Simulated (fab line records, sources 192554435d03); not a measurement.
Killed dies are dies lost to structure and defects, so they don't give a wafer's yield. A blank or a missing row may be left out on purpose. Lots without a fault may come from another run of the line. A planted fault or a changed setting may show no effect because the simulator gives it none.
fab line records | flow n5_finfet
record lots=4 wafers=11 last_day=20
route steps=1938 shown BEOL_M9@1461 BEOL_M10@1470 PASSIVATION@1936
lots that met no fault: from a run of the same line without faults
start_h: hours from the record's first day to the start of the lot's first wafer shown | wait_h: hours since the lot's step before | " the same as in the row above | L1.1+2: a row that stands for several wafers | - no value, or no start given | * or withheld: withheld | < > ~ a bound
route shown NAME@n: a module of which the file shows steps, and the number in the route of the first | usual: mean/standard deviation of fault-free wafers | same: alike in all rows | chamber/n: place in a boat | sites: the reading at each site | _std_site: their standard deviation | _edge_site: outer sites' mean less inner sites' | radius_mm: how far each site lies from the wafer's centre | mask NAME#n: copy n | behind: the tool/chamber that last shaped the wafer | hold: why the lot was held/for how many hours/how that ended | device: the transistor (n, p or np) that didn't switch | end of line: the same wafers' tests at the end of the route | a step without rows: its recipe alone | killed: dies lost to structure and defects at the first sort, not the wafer's yield | map: a wafer's dies, x killed, . not, _ none there
set.NAME: the setting as run; set.NAME@STEP: as run at that earlier step | model.NAME: the simulator's own value behind a step, which no gauge read
lots at some steps of the route; a table a step, a row a wafer
services: from which hour (start_h, from the record's first day; less than 0 if before it) a tool's chamber was out of use, for how many hours, and why
## steps
# step N5_BEOL_M9_SPUTTER_48
# recipe material=Cu target_thk_a=120 temp_c=-20 bias_v=60 power_w=26000 chamber_pressure_pa=0.13 time_s=2
# step N5_BEOL_M9_ECD_50
# recipe material=Cu target_thk_a=3180
# step N5_BEOL_M9_ANNEAL_51
# recipe temp_c=225 time_s=90 ambient=N2
# step N5_BEOL_M9_CMP_52
# recipe stop_on=SiCOH_lowk t_overpolish_s=7 down_force_psi=1 platen_rpm=50 clearing_platen_down_force_psi=1.5 clearing_platen_rpm=50 post_cmp_clean=cu_alkaline target_thk_nm=140 clearing_platen_pad_velocity_m_s=0.99484 pad_velocity_m_s=0.99484
# step N5_BEOL_M9_PRE_CLEAN_55
# recipe gas=NH3 time_s=15 temp_c=withheld rf_power_w=300
# step N5_BEOL_M9_DEP_56
# recipe material=SiCN target_thk_a=150 temp_c=withheld precursor=3MS/NH3 pressure_torr=3 rf_w=202 time_s=26.5
# step N5_BEOL_M10_ILD_DEP_00
# recipe material=SiCOH_lowk target_thk_a=3085.1 temp_c=300 precursor=DEMS/porogen pressure_torr=5 rf_w=500 time_s=58
# step N5_BEOL_M10_CURE_71
# recipe temp_c=385 time_s=240 ambient=He/Ar material=SiCOH_lowk
# step N5_BEOL_M10_PECVD_70
# recipe material=SiO2 target_thk_a=200 temp_c=400 precursor=TEOS/O2 pressure_torr=5.5 rf_w=450 teos_flow_sccm=53.8 gas=O2 flow_sccm=3000 time_s=22.7
# usual chamber_pressure_Torr=5.501/0.013 heater_power_w=723/85 showerhead_plenum_p_Torr=8.80/0.08 throttle_valve_pct=22.8/1
# columns lot.wafer tool chamber start_h wait_h chamber_pressure_Torr heater_power_w showerhead_plenum_p_Torr since_wet_clean_h throttle_valve_pct model.SiO2_of_BEOL_M10_PECVD_70.thk_nm
L783.3 pecvd-04 2 245.86 0.0 5.510 801 8.88 196 22.6 20
L783.4 " 2 " " 5.510 807 8.87 - 22.4 20.2
L783.5 " 0 " " 5.503 578 8.95 - 23.0 20.4
L788.2 pecvd-04 2 288.46 0.0 5.495 758 8.91 238 22.6 21.6
L788.4 " 2 " " 5.503 756 8.88 - 22.6 20.2
L791.1 pecvd-04 2 319.13 0.0 5.512 787 8.89 269 22.6 21.8
L791.2 " 0 " " 5.491 658 8.96 1023 23.3 21.8
L791.4 " 0 " " 5.506 657 8.92 - 23.3 20.2
L801.4 pecvd-04 2 409.96 0.1 5.508 743 8.85 - 22.6 20.4
L801.5 " 1 " " 5.496 707 8.66 - 24.9 19.8
L801.6 " 0 " " 5.499 701 8.94 - 23.3 20
# step N5_BEOL_M10_HM_DEP_02
# recipe material=TiN target_thk_a=200 temp_c=25 chamber_pressure_pa=0.49996
# step N5_BEOL_M10_COAT_59
# recipe resist=SOC temp_c=250 time_s=60 spin_rpm=1500 resist_thk_nm=100
# step N5_BEOL_M10_COAT_60
# recipe resist=SiARC temp_c=220 time_s=60 spin_rpm=1500 resist_thk_nm=30
# step N5_BEOL_M10_COAT_05
# recipe resist=CAR-ArF spin_rpm=1500 resist_thk_nm=90
# step N5_BEOL_M10_EBR_07
# recipe solvent=PGMEA ebr_width_mm=1.5
# step N5_BEOL_M10_SOFTBAKE_06
# recipe temp_c=110 time_s=60 resist=CAR-ArF
# step N5_BEOL_M10_EXPOSE_08
# recipe mask_id=M10 na=1.35 source_shape=dipole sigma_inner=0.411 sigma_outer=0.611 polarization=te dose_mj=53.75
# step N5_BEOL_M10_PEB_09
# recipe peb_temp_c=withheld peb_time_s=60 resist=CAR-ArF
# step N5_BEOL_M10_DEVELOP_10
# recipe develop_time_s=30 developer=TMAH resist=CAR-ArF rinse_liquid=diw dry=air_spin dev_temp_c=23
# step N5_BEOL_M10_DESCUM_16
# recipe chemistry=O2 time_s=7.9 source_power_w=50 bias_power_w=20 pressure_mtorr=20 rf_frequency_hz=2.712e+07 temp_c=40 resist=CAR-ArF o2_flow_sccm=225
# step N5_BEOL_M10_ETCH_61
# recipe chemistry=CF4 target=SiARC target_depth_a=390 mask_material=CAR-ArF time_s=65 ion_energy_ev=80 pressure_mtorr=40 source_w=545 bias_w=36 Ar_flow_sccm=100 cf4_flow_sccm=100 ends=cleared
# step N5_BEOL_M10_ETCH_62
# recipe chemistry=N2/H2 target=SOC target_depth_a=1100 overetch_a=220 mask_material=SiARC temp_c=40 time_s=165 ion_energy_ev=200 pressure_mtorr=30 source_w=840 bias_w=150 n2_flow_sccm=200 h2_flow_sccm=200
# step N5_BEOL_M10_STRIP_68
# recipe chemistry=N2/H2 temp_c=40 n2_flow_sccm=200 h2_flow_sccm=200 rf_frequency_hz=6e+07
# step N5_BEOL_M10_STRIP_67
# recipe chemistry=CF4 resist=SiARC power_w=300 bias_power_w=75 pressure_mtorr=50 cf4_flow_sccm=150 rf_frequency_hz=6e+07
# step N5_BEOL_M10_HM_OPEN_17
# recipe chemistry=Cl2/BCl3 target_depth_a=200 overetch_a=60 target=TiN mask_material=SOC ion_energy_ev=150 pressure_mtorr=10 icp_w=1000 bias_w=126 Cl2_flow_sccm=53.25 bcl3_flow_sccm=21.75 Ar_flow_sccm=25
# step N5_BEOL_M10_STRIP_19
# recipe chemistry=O2 power_w=400 temp_c=40 pressure_mtorr=30 rf_frequency_hz=6e+07 bias_power_w=0 overash_fraction=0.2 o2_flow_sccm=225
# step N5_BEOL_M10_COAT_63
# recipe resist=SOC temp_c=250 time_s=60 spin_rpm=1500 resist_thk_nm=100
# step N5_BEOL_M10_COAT_64
# recipe resist=SiARC temp_c=220 time_s=60 spin_rpm=1500 resist_thk_nm=30
# step N5_BEOL_M10_COAT_22
# recipe resist=CAR-ArF spin_rpm=1500 resist_thk_nm=90
# step N5_BEOL_M10_EBR_24
# recipe solvent=PGMEA ebr_width_mm=1.5
# step N5_BEOL_M10_SOFTBAKE_23
# recipe temp_c=110 time_s=60 resist=CAR-ArF
# step N5_BEOL_M10_EXPOSE_25
# recipe mask_id=V9 na=1.35 source_shape=annular sigma_inner=0.5 sigma_outer=0.8 polarization=unpolarized dose_mj=85.5
# step N5_BEOL_M10_PEB_26
# recipe peb_temp_c=withheld peb_time_s=60 resist=CAR-ArF
# step N5_BEOL_M10_DEVELOP_27
# recipe develop_time_s=30 developer=TMAH resist=CAR-ArF rinse_liquid=diw dry=air_spin dev_temp_c=23
# step N5_BEOL_M10_HM_STRIP_39
# recipe chemistry=peroxide_tin_strip material=TiN target_depth_a=250 temp_c=50 time_s=158
# usual bath_guard_temp_C=50.1/0.43
# columns lot.wafer tool chamber start_h wait_h bath_guard_temp_C model.SiO2_of_BEOL_M10_PECVD_70.thk_nm
L783.3 wet_bench-03 1 251.27 0.0 50.0 19.8
L783.4 " 7 " " 49.5 20
L783.5 " 5 " " 50.0 20.2
L788.2 wet_bench-03 7 292.69 0.0 49.3 21.4
L788.4 " 3 " " 50.5 20
L791.1 wet_bench-01 4 322.63 0.0 49.7 21.8
L791.2 " 3 " " 49.9 21.6
L791.4 " 5 " " 49.9 20
L801.4 wet_bench-03 1 415.67 0.0 50.4 20.2
L801.5 " 2 " " 50.1 19.8
L801.6 " 0 " " 49.6 19.8
# step N5_BEOL_M10_CMP_52
# recipe stop_on=SiCOH_lowk t_overpolish_s=7 down_force_psi=1 platen_rpm=50 clearing_platen_down_force_psi=1.5 clearing_platen_rpm=50 post_cmp_clean=cu_alkaline target_thk_nm=140 clearing_platen_pad_velocity_m_s=0.99484 pad_velocity_m_s=0.99484
# usual barrier_field_endpoint_s=29.0/0.84 motor_current_A=6.3/0.52
# columns lot.wafer tool chamber start_h wait_h barrier_field_endpoint_s motor_current_A
L783.4 cmp-02 1 254.88 0.1 29.6 5.7
L783.3 " 3 " " 29.2 5.7
L783.5 " 1 " " 28.9 5.7
L788.2 cmp-02 0 296.89 0.3 31.5 5.9
L788.4 " 1 " " 28.8 5.7
L791.1 cmp-04 2 325.89 0.3 32.6 6.7
L791.4 " 3 " " 29.6 5.9
L791.2 " 0 " " 31.4 7.2
L801.4 cmp-01 2 419.48 0.2 29.3 6.1
L801.5 " 1 " " 29.2 6.2
L801.6 " 2 " " 28.3 6.2
# step N5_PASSIVATION_PROBE_49
# usual defect_limited_yield=91.1/1.4 killed_at_M0_to_M3=32/9.3 killed_at_M4_up=13/5.8 killed_at_contacts=12/6.3 killed_at_front_end=44/12 killed_at_other=3.6/2.7 killed_dies=104/17 killed_open=69/13 killed_short=34/6.9 sort_bin_5_function=5.2/0.98 sort_bin_6_memory=3.3/0.59 sort_n_pass=1075/17 sort_yield_pct=91.1/1.4
# same gross_dies=1180 killed_at_back_side=0 sort_bin_4_leakage[%]=0 sort_bin_8_speed[%]=0
# columns lot.wafer tool chamber start_h wait_h defect_limited_yield[%] killed_at_M0_to_M3 killed_at_M4_up killed_at_contacts killed_at_front_end killed_at_other killed_dies killed_open killed_short sort_bin_5_function[%] sort_bin_6_memory[%] sort_n_pass sort_yield_pct[%]
L788.2 prober-01 - 345.13 0.1 88.6 33 20 30 50 1 134 89 45 6.7 4.4 1046 88.6
L788.4 prober-01 - 345.23 0.2 85.9 33 15 44 70 4 166 110 48 8.1 4.7 1014 85.9
L791.2 prober-01 - 375.36 0.1 89.4 47 7 26 44 1 125 86 37 6.3 4.3 1055 89.4
L791.4 prober-01 - 375.46 0.2 91.4 26 4 20 48 3 101 60 38 4.7 3.4 1079 91.4
# killed by level:class
L788.2 MOL_CONTACT_COAG:geometric_particle:open=24 FIN_SAQP:geometric_particle:open=14 BEOL_M4:geometric_particle:open=14 BEOL_M2:geometric_particle:open=13 FIN_SAQP:geometric_particle:short=12 BEOL_M0_SAQP:geometric_particle:short=7 MOL_CONTACT_COAG:geometric_particle:short=6 DUMMY_GATE:geometric_particle:short=5
L788.4 MOL_CONTACT_COAG:geometric_particle:open=31 STI_FIN_REVEAL:geometric_particle:open=16 FIN_SAQP:geometric_particle:open=14 BEOL_M2:geometric_particle:open=13 MOL_CONTACT_COAG:geometric_particle:short=13 BEOL_M4:geometric_particle:open=10 FIN_SAQP:geometric_particle:short=8 HKMG_FIN:area_etch=8
L791.2 MOL_CONTACT_COAG:geometric_particle:open=24 BEOL_M3:geometric_particle:open=13 FIN_SAQP:geometric_particle:open=10 BEOL_M0_SAQP:geometric_particle:open=9 FIN_SAQP:geometric_particle:short=8 BEOL_M0_SAQP:geometric_particle:short=8 STI_FIN_REVEAL:geometric_particle:open=7 ILD0:geometric_particle:short=7
L791.4 MOL_CONTACT_COAG:geometric_particle:open=13 DUMMY_GATE:geometric_particle:open=10 FIN_SAQP:geometric_particle:open=9 FIN_SAQP:geometric_particle:short=8 BEOL_M0_SAQP:geometric_particle:short=8 MOL_CONTACT_COAG:geometric_particle:short=7 BEOL_M2:geometric_particle:open=6 BEOL_M0_SAQP:geometric_particle:open=4
## services
# columns tool chamber start_h hours kind
cmp-02 - 224.86 4.0 pm
cmp-02 - 228.86 - consumable_replace:conditioner
cmp-02 - 228.86 - consumable_replace:pad
cmp-01 - 231.26 4.0 pm
cmp-01 - 235.26 - consumable_replace:conditioner
cmp-01 - 235.26 - consumable_replace:pad
pecvd-04 1 238.99 5.5 scheduled_down
cmp-01 - 258.05 0.7 repair
pecvd-04 0 258.60 5.5 scheduled_down
cmp-01 - 274.28 3.0 repair
cmp-02 - 287.83 1.1 repair
cmp-04 - 290.14 1.1 repair
cmp-02 - 297.46 1.7 repair
cmp-02 - 304.38 24.4 pm
cmp-02 - 342.36 1.7 repair
cmp-04 - 350.39 1.1 repair
cmp-04 - 371.38 4.0 pm
cmp-04 - 375.38 - consumable_replace:conditioner
cmp-04 - 375.38 - consumable_replace:pad
cmp-04 - 388.05 2.7 repair
wet_bench-03 - 393.47 1.0 repair
cmp-02 - 397.05 1.5 repair
pecvd-04 1 398.91 2.1 scheduled_down
cmp-04 - 405.30 6.7 pm
## key
first_sign step=N5_BEOL_M10_CMP_52 reading=barrier_field_endpoint_s direction=up sigmas=3.4 usual=29.0 struck=31.8
effect none on later readings
model_effect step=N5_BEOL_M10_PECVD_70 value=SiO2_of_BEOL_M10_PECVD_70.thk_nm without=20.07 struck=21.73
model_effect step=N5_BEOL_M10_HM_STRIP_39 value=SiO2_of_BEOL_M10_PECVD_70.thk_nm without=19.87 struck=21.6
met_at N5_BEOL_M10_PECVD_70
struck_wafers L788.2,L791.1,L791.2
onset_between 245.86 288.46
fault kind=process_parameter_drift tool=pecvd-04 chamber=- onset_h=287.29 steps=N5_BEOL_M10_PECVD_70 channel=time_s offset=* shape=step end_h=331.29 scope=struck_wafers_only acts_in=* stated=*
